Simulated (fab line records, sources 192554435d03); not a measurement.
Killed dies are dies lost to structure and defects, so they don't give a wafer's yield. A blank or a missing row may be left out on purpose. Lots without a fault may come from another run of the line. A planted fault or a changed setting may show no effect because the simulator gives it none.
fab line records | flow n5_finfet | part 2 of 2: steps 4 to 6 of 6
record lots=24 wafers=72 last_day=19
route steps=1938 shown BEOL_M3@953
lots that met no fault: from a run of the same line without faults
start_h: hours from the record's first day to the start of the lot's first wafer shown | wait_h: hours since the lot's step before | " the same as in the row above | L1.1+2: a row that stands for several wafers | - no value, or no start given | * or withheld: withheld | < > ~ a bound
route shown NAME@n: a module of which the file shows steps, and the number in the route of the first | usual: mean/standard deviation of fault-free wafers | same: alike in all rows | chamber/n: place in a boat | sites: the reading at each site | _std_site: their standard deviation | _edge_site: outer sites' mean less inner sites' | radius_mm: how far each site lies from the wafer's centre | mask NAME#n: copy n | behind: the tool/chamber that last shaped the wafer | hold: why the lot was held/for how many hours/how that ended | device: the transistor (n, p or np) that didn't switch | end of line: the same wafers' tests at the end of the route | a step without rows: its recipe alone | killed: dies lost to structure and defects at the first sort, not the wafer's yield | map: a wafer's dies, x killed, . not, _ none there
set.NAME: the setting as run; set.NAME@STEP: as run at that earlier step | model.NAME: the simulator's own value behind a step, which no gauge read
steps of the route over a sample of lots; a table a step, a row a wafer
services: from which hour (start_h, from the record's first day; less than 0 if before it) a tool's chamber was out of use, for how many hours, and why
## steps
# step N5_BEOL_M3_ETCH_69
# recipe chemistry=CF4 target=SiARC target_depth_a=156 mask_material=CAR-EUV time_s=26 ion_energy_ev=80 pressure_mtorr=40 source_w=545 bias_w=36 Ar_flow_sccm=100 cf4_flow_sccm=100 ends=cleared
# usual drypump_motor_current_A=5.5/0.47 etch_rf_on_time_s=26.1/0.93 oes_product_au=0.70/0.078 rf_vpp_V=184.0/1.2 showerhead_plenum_p_Torr=2.13/0.071 throttle_valve_pct=15.61/0.22
# columns lot.wafer tool chamber start_h wait_h drypump_motor_current_A etch_rf_on_time_s oes_product_au rf_hours_counter_h rf_vpp_V showerhead_plenum_p_Torr throttle_valve_pct
L074.1 rie_diel-01 1 157.68 0.0 5.1 27.4 0.62 151 183.4 2.06 15.92
L074.5 " 2 " " 5.5 27.1 0.79 - 184.9 2.09 15.24
L074.6 " 1 " " 5.1 27.7 0.63 - 185.3 2.06 15.92
L075.2 rie_diel-01 1 174.36 0.0 5.1 27.7 0.62 156 183.4 2.06 15.91
L075.5 " 3 " " 5.6 24.6 0.82 - 185.0 2.21 15.24
L075.6 " 1 " " 5.1 27.5 0.63 - 183.7 2.06 15.91
L076.4 rie_diel-04 1 174.56 0.0 5.7 26.1 0.67 135 185.0 2.15 15.66
L076.5 " 3 " " 6.4 25.4 0.65 - 184.8 2.13 15.71
L076.6 " 0 " " 5.3 25.7 0.80 - 185.0 2.18 15.55
L079.1 rie_diel-03 3 179.20 0.0 6.2 25.8 0.71 49 184.4 2.10 15.66
L079.3 " 2 " " 5.1 25.7 0.70 105 184.0 2.17 15.70
L079.4 " 0 " " 5.0 25.5 0.80 24 186.3 2.27 15.36
L078.4 rie_diel-04 1 179.29 0.0 5.7 26.2 0.66 137 184.7 2.14 15.66
L078.5 " 0 " " 5.3 25.9 0.79 - 183.1 2.18 15.54
L078.6 " 3 " " 6.4 25.6 0.64 - 185.2 2.13 15.73
L077.1 rie_diel-01 2 180.01 0.0 5.5 27.2 0.77 23 185.5 2.09 15.26
L077.3 " 3 " " 5.6 24.8 0.83 10 184.6 2.21 15.25
L077.6 " 3 " " 5.6 24.8 0.82 - 184.5 2.21 15.26
L081.2 rie_diel-04 0 183.39 0.0 5.3 25.6 0.79 17 183.6 2.18 15.55
L081.3 " 2 " " 4.8 27.4 0.59 209 180.8 2.01 15.46
L081.5 " 3 " " 6.4 25.7 0.65 - 185.1 2.13 15.72
L080.3 rie_diel-04 3 187.11 0.0 6.4 25.4 0.64 147 184.5 2.13 15.71
L080.4 " 0 " " 5.3 25.5 0.80 18 184.3 2.18 15.54
L080.5 " 1 " " 5.6 26.0 0.67 - 186.0 2.14 15.66
L083.3 rie_diel-03 3 202.78 0.0 6.2 25.8 0.71 56 184.4 2.10 15.67
L083.4 " 1 " " 5.6 24.9 0.62 206 183.2 2.12 15.91
L083.5 " 1 " " 5.6 25.3 0.62 - 185.3 2.12 15.90
L082.2 rie_diel-04 2 204.56 0.0 4.7 26.9 0.59 215 182.9 2.00 15.46
L082.3 " 0 " " 5.3 25.5 0.79 23 185.0 2.18 15.58
L082.6 " 3 " " 6.4 25.5 0.65 - 183.9 2.13 15.73
L084.1 rie_diel-04 3 220.58 0.0 6.4 25.5 0.64 156 183.1 2.13 15.75
L084.4 " 2 " " 4.7 26.8 0.59 219 182.6 2.00 15.47
L084.6 " 0 " " 5.3 25.6 0.78 - 184.5 2.18 15.57
L086.1 rie_diel-04 0 231.99 0.0 5.2 25.5 0.78 30 184.7 2.18 15.59
L086.2 " 2 " " 4.7 26.4 0.59 223 183.0 2.00 15.49
L086.3 " 1 " " 5.7 25.8 0.67 151 184.1 2.14 15.68
L085.1 rie_diel-01 1 235.14 0.0 5.1 27.7 0.61 177 183.8 2.05 15.95
L085.4 " 2 " " 5.4 27.2 0.75 - 184.0 2.08 15.31
L085.6 " 1 " " 5.1 27.9 0.60 - 182.8 2.05 15.95
L087.1 rie_diel-01 0 247.36 0.0 5.4 25.4 0.79 16 184.8 2.26 15.48
L087.2 " 1 " " 5.1 27.7 0.61 184 183.4 2.05 15.96
L087.4 " 0 " " 5.3 25.7 0.79 - 187.0 2.26 15.46
L088.1 rie_diel-01 1 248.68 0.0 5.1 27.5 0.60 184 183.5 2.05 15.98
L088.3 " 0 " " 5.3 25.5 0.79 17 185.9 2.26 15.44
L088.5 " 1 " " 5.1 27.7 0.60 - 184.2 2.05 15.94
L090.1 rie_diel-04 3 254.00 0.0 6.4 25.8 0.62 167 185.4 2.12 15.76
L090.2 " 2 " " 4.8 26.9 0.58 233 183.0 2.00 15.51
L090.6 " 2 " " 4.7 27.1 0.59 - 181.3 2.00 15.50
L089.2 rie_diel-01 1 255.20 0.0 5.1 27.5 0.60 188 182.6 2.05 15.96
L089.3 " 0 " " 5.4 25.5 0.78 21 185.1 2.25 15.45
L089.6 " 1 " " 5.1 27.7 0.59 - 182.6 2.05 15.97
L091.2 rie_diel-04 2 261.60 0.0 4.7 26.6 0.58 237 182.7 2.00 15.53
L091.3 " 1 " " 5.6 25.9 0.66 165 182.7 2.14 15.73
L091.4 " 3 " " 6.4 25.3 0.63 171 184.5 2.12 15.76
L092.2 rie_diel-04 3 267.04 0.0 6.4 25.5 0.62 173 184.4 2.12 15.76
L092.4 " 0 " " 5.3 26.0 0.75 44 185.7 2.17 15.60
L092.6 " 3 " " 6.4 25.7 0.63 - 183.6 2.12 15.76
L093.1 rie_diel-01 0 267.77 0.0 5.3 25.5 0.77 27 187.6 2.25 15.47
L093.5 " 0 " " 5.4 25.6 0.77 - 184.2 2.25 15.47
L093.6 " 1 " " 5.1 27.7 0.59 - 182.6 2.05 15.99
L094.2 rie_diel-01 2 273.01 0.0 5.4 26.8 0.73 60 184.4 2.08 15.34
L094.3 " 0 " " 5.3 25.5 0.76 29 184.8 2.25 15.49
L094.5 " 2 " " 5.5 26.7 0.73 - 183.6 2.07 15.35
L095.1 rie_diel-01 0 284.98 0.0 5.4 25.5 0.76 33 185.3 2.25 15.48
L095.2 " 1 " " 5.1 27.4 0.60 201 181.9 2.05 16.01
L095.4 " 2 " " 5.5 26.7 0.73 65 181.9 2.07 15.36
L096.1 rie_diel-03 2 294.81 0.0 5.1 26.0 0.67 125 184.3 2.16 15.73
L096.3 " 1 " " 5.6 25.2 0.62 219 184.8 2.12 15.93
L096.5 " 2 " " 5.1 25.9 0.68 - 183.9 2.17 15.75
L097.1 rie_diel-03 3 297.41 0.0 6.2 25.9 0.70 70 183.3 2.10 15.71
L097.4 " 2 " " 5.0 26.1 0.68 126 181.3 2.16 15.74
L097.5 " 2 " " 5.1 25.9 0.68 - 183.9 2.16 15.74
# step N5_BEOL_M3_CD_MEAS_35
# recipe target_cd_nm=18 target_cd_y_nm=21 polarity=opening
# usual cd_nm=18.2/0.47
# columns lot.wafer tool chamber start_h wait_h cd_nm
L074.1 cd_sem-01 - 162.94 0.0 18.0
L074.5 " - " " 18.4
L074.6 " - " " 17.7
L075.2 cd_sem-02 - 182.60 0.0 18.1
L075.5 " - " " 18.4
L075.6 " - " " 18.7
L076.4 cd_sem-01 - 187.71 0.0 18.0
L076.5 " - " " 18.1
L076.6 " - " " 17.8
L079.1 cd_sem-02 - 187.95 0.0 18.4
L079.3 " - " " 18.6
L079.4 " - " " 18.1
L077.1 cd_sem-02 - 188.73 0.0 18.0
L077.3 " - " " 18.1
L077.6 " - " " 17.8
L078.4 cd_sem-01 - 192.92 0.0 17.3
L078.5 " - " " 17.3
L078.6 " - " " 17.2
L080.3 cd_sem-02 - 196.95 0.0 18.5
L080.4 " - " " 18.6
L080.5 " - " " 19.0
L081.2 cd_sem-02 - 198.10 0.0 18.4
L081.3 " - " " 18.5
L081.5 " - " " 18.3
L083.3 cd_sem-01 - 208.58 0.0 18.1
L083.4 " - " " 17.7
L083.5 " - " " 17.7
L082.2 cd_sem-01 - 230.29 0.0 17.4
L082.3 " - " " 17.8
L082.6 " - " " 17.9
L084.1 cd_sem-02 - 234.96 0.0 18.5
L084.4 " - " " 18.2
L084.6 " - " " 17.8
L086.1 cd_sem-01 - 237.91 0.0 18.4
L086.2 " - " " 18.1
L086.3 " - " " 18.4
L085.1 cd_sem-02 - 241.21 0.0 17.2
L085.4 " - " " 17.3
L085.6 " - " " 17.0
L087.1 cd_sem-01 - 250.99 0.0 18.3
L087.2 " - " " 17.9
L087.4 " - " " 18.0
L088.1 cd_sem-02 - 255.00 0.0 17.6
L088.3 " - " " 17.7
L088.5 " - " " 18.0
L090.1 cd_sem-02 - 271.73 0.0 18.4
L090.2 " - " " 18.8
L090.6 " - " " 18.4
L089.2 cd_sem-01 - 277.86 0.0 17.7
L089.3 " - " " 18.5
L089.6 " - " " 18.7
L091.2 cd_sem-01 - 278.16 0.0 19.0
L091.3 " - " " 19.1
L091.4 " - " " 18.4
L092.2 cd_sem-02 - 278.64 0.0 18.8
L092.4 " - " " 19.1
L092.6 " - " " 18.6
L093.1 cd_sem-02 - 283.23 0.0 19.1
L093.5 " - " " 18.5
L093.6 " - " " 19.0
L094.2 cd_sem-01 - 289.46 0.0 18.1
L094.3 " - " " 17.8
L094.5 " - " " 17.9
L096.1 cd_sem-01 - 296.22 0.0 18.5
L096.3 " - " " 18.6
L096.5 " - " " 18.7
L095.1 cd_sem-02 - 301.90 0.0 18.7
L095.2 " - " " 17.7
L095.4 " - " " 18.6
L097.1 cd_sem-02 - 319.50 0.0 17.3
L097.4 " - " " 17.7
L097.5 " - " " 17.3
# step N5_BEOL_M3_ANNEAL_82
# recipe temp_c=400 time_s=240 ambient=vacuum
# usual heater_power_w=839/89 susceptor_temp_C_max=401.0/0.45
# columns lot.wafer tool chamber start_h wait_h heater_power_w susceptor_temp_C_max
L074.1 pvd_sputter-01 - 164.88 0.0 880 402.0
L074.5 " - " " 889 401.7
L074.6 " - " " 808 401.4
L075.2 pvd_sputter-01 - 185.35 0.0 819 401.2
L075.5 " - " " 806 400.7
L075.6 " - " " 1077 400.7
L076.4 pvd_sputter-03 - 189.30 0.0 775 400.4
L076.5 " - " " 828 400.8
L076.6 " - " " 788 400.9
L079.1 pvd_sputter-01 - 189.77 0.1 814 401.0
L079.3 " - " " 1068 401.2
L079.4 " - " " 897 401.3
L077.1 pvd_sputter-03 - 191.64 0.0 852 400.5
L077.3 " - " " 791 400.3
L077.6 " - " " 799 400.5
L078.4 pvd_sputter-02 - 194.90 0.0 712 400.6
L078.5 " - " " 917 400.8
L078.6 " - " " 863 402.8
L080.3 pvd_sputter-02 - 198.82 0.0 848 402.0
L080.4 " - " " 930 400.5
L080.5 " - " " 740 400.3
L081.2 pvd_sputter-03 - 201.77 0.0 813 400.5
L081.3 " - " " 790 400.6
L081.5 " - " " 780 400.5
L083.3 pvd_sputter-02 - 210.71 0.0 855 401.7
L083.4 " - " " 919 400.9
L083.5 " - " " 846 401.6
L082.2 pvd_sputter-02 - 231.77 0.0 924 400.9
L082.3 " - " " 840 402.1
L082.6 " - " " 933 400.8
L084.1 pvd_sputter-03 - 236.79 0.0 836 401.1
L084.4 " - " " 778 401.2
L084.6 " - " " 833 401.2
L086.1 pvd_sputter-01 - 239.56 0.0 1034 401.4
L086.2 " - " " 877 401.7
L086.3 " - " " 782 401.0
L085.1 pvd_sputter-03 - 242.85 0.0 802 400.6
L085.4 " - " " 796 400.8
L085.6 " - " " 808 400.8
L087.1 pvd_sputter-03 - 253.37 0.0 835 401.1
L087.2 " - " " 786 400.7
L087.4 " - " " 796 401.0
L088.1 pvd_sputter-03 - 256.40 0.0 794 400.6
L088.3 " - " " 795 400.4
L088.5 " - " " 808 400.4
L090.1 pvd_sputter-01 - 273.23 0.0 1075 401.1
L090.2 " - " " 823 401.2
L090.6 " - " " 746 401.5
L089.2 pvd_sputter-01 - 279.62 0.0 883 401.2
L089.3 " - " " 1048 401.1
L089.6 " - " " 820 400.8
L091.2 pvd_sputter-03 - 279.67 0.0 865 401.0
L091.3 " - " " 794 400.4
L091.4 " - " " 823 400.9
L092.2 pvd_sputter-01 - 281.69 0.0 815 400.8
L092.4 " - " " 1078 400.9
L092.6 " - " " 816 400.9
L093.1 pvd_sputter-01 - 284.89 0.0 776 401.2
L093.5 " - " " 916 401.8
L093.6 " - " " 818 400.9
L094.2 pvd_sputter-01 - 291.27 0.0 1023 400.9
L094.3 " - " " 891 401.5
L094.5 " - " " 1038 401.3
L096.1 pvd_sputter-03 - 298.51 0.0 799 400.7
L096.3 " - " " 834 400.7
L096.5 " - " " 850 400.7
L095.1 pvd_sputter-01 - 304.59 0.0 801 400.9
L095.2 " - " " 908 401.9
L095.4 " - " " 1052 400.9
L097.1 pvd_sputter-02 - 320.83 0.0 849 401.4
L097.4 " - " " 720 401.0
L097.5 " - " " 877 401.8
## services
# columns tool chamber start_h hours kind
rie_diel-04 - 136.35 1.1 repair
pvd_sputter-02 - 146.23 1.1 repair
rie_diel-04 0 152.81 8.1 repair
rie_diel-01 0 153.30 - clean
rie_diel-01 0 153.30 - consumable_replace:focus_ring
rie_diel-01 0 153.30 - consumable_replace:showerhead
rie_diel-01 0 153.30 29.5 scheduled_down
rie_diel-01 0 153.30 29.5 vent_cycle
rie_diel-04 - 167.56 0.5 repair
rie_diel-01 0 223.37 15.1 repair
rie_diel-01 3 232.64 22.4 repair
rie_diel-03 - 244.35 28.1 pm
rie_diel-04 2 292.60 - clean
rie_diel-04 2 292.60 - consumable_replace:focus_ring
rie_diel-04 2 292.60 - consumable_replace:showerhead
rie_diel-04 2 292.60 22.2 scheduled_down
rie_diel-04 2 292.60 22.2 vent_cycle
rie_diel-03 - 302.43 0.1 repair
rie_diel-04 - 305.71 4.3 pm
rie_diel-01 - 311.69 0.4 repair
